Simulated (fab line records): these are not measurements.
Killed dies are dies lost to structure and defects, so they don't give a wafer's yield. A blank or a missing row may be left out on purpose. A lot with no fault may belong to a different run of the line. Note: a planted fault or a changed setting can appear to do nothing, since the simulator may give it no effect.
Which tool was responsible? -- flow nand harc -- 6 lots, 18 wafers sampled, at 2 steps of a route of 1159

== WHAT THE GAUGES READ, wafer by wafer ==
NHARC_A_CONTACT_CD_MEAS_80.
lot,measured,on,cd nm (nm)
L522,day 16 20:57,cd sem-02,189.7 190.4 190.3
L523,day 17 06:43,cd sem-03,190.0 190.1 190.0
L524,day 17 16:53,cd sem-03,189.6 188.6 189.0
L528,day 18 23:10,cd sem-03,189.9 189.6 189.5
L534,day 19 13:11,cd sem-02,190.2 189.8 190.0
L535,day 20 03:44,cd sem-03,190.7 189.7 190.6

== WHICH TOOL RAN EACH LOT (tool, then ch and the chambers of the sampled wafers, then the start) ==
lot,NHARC_A_CONTACT_ETCH_133
L522,"har cap etch-01 ch 0,1, day 16 20:13"
L523,"har cap etch-02 ch 0,1, day 17 05:54"
L524,"har cap etch-01 ch 0,1, day 17 16:05"
L528,"har cap etch-02 ch 0,1, day 18 22:21"
L534,"har cap etch-02 ch 1, day 19 12:23"
L535,"har cap etch-03 ch 0,1, day 20 02:56"
- NHARC_A_CONTACT_ETCH_133: etches the open film in C4F8/O2/Ar, time 195 s, target depth 840 nm.

== THE ANSWER, worked out from the rows above alone ==
Rule: the usual values come from the lots themselves. The widest of any qualifying gaps counts: lots, ordered by their means at a reading, are off when they make up no more than a third of the lots, leave a main group of 4 or more, and stand apart from it by 3 or more times the standard deviation of that group's means. The tables above print the reading to a certain number of digits; a main group whose means all agree to those digits is not used. Also off: a lot with no number at a reading for which 4 or more lots have one. Where the step has rows for the other lots, those lots are counted as sound.
None of the lots is off at any reading shown; this tells nothing.

== WHAT THE SIMULATOR HAD INSERTED ==
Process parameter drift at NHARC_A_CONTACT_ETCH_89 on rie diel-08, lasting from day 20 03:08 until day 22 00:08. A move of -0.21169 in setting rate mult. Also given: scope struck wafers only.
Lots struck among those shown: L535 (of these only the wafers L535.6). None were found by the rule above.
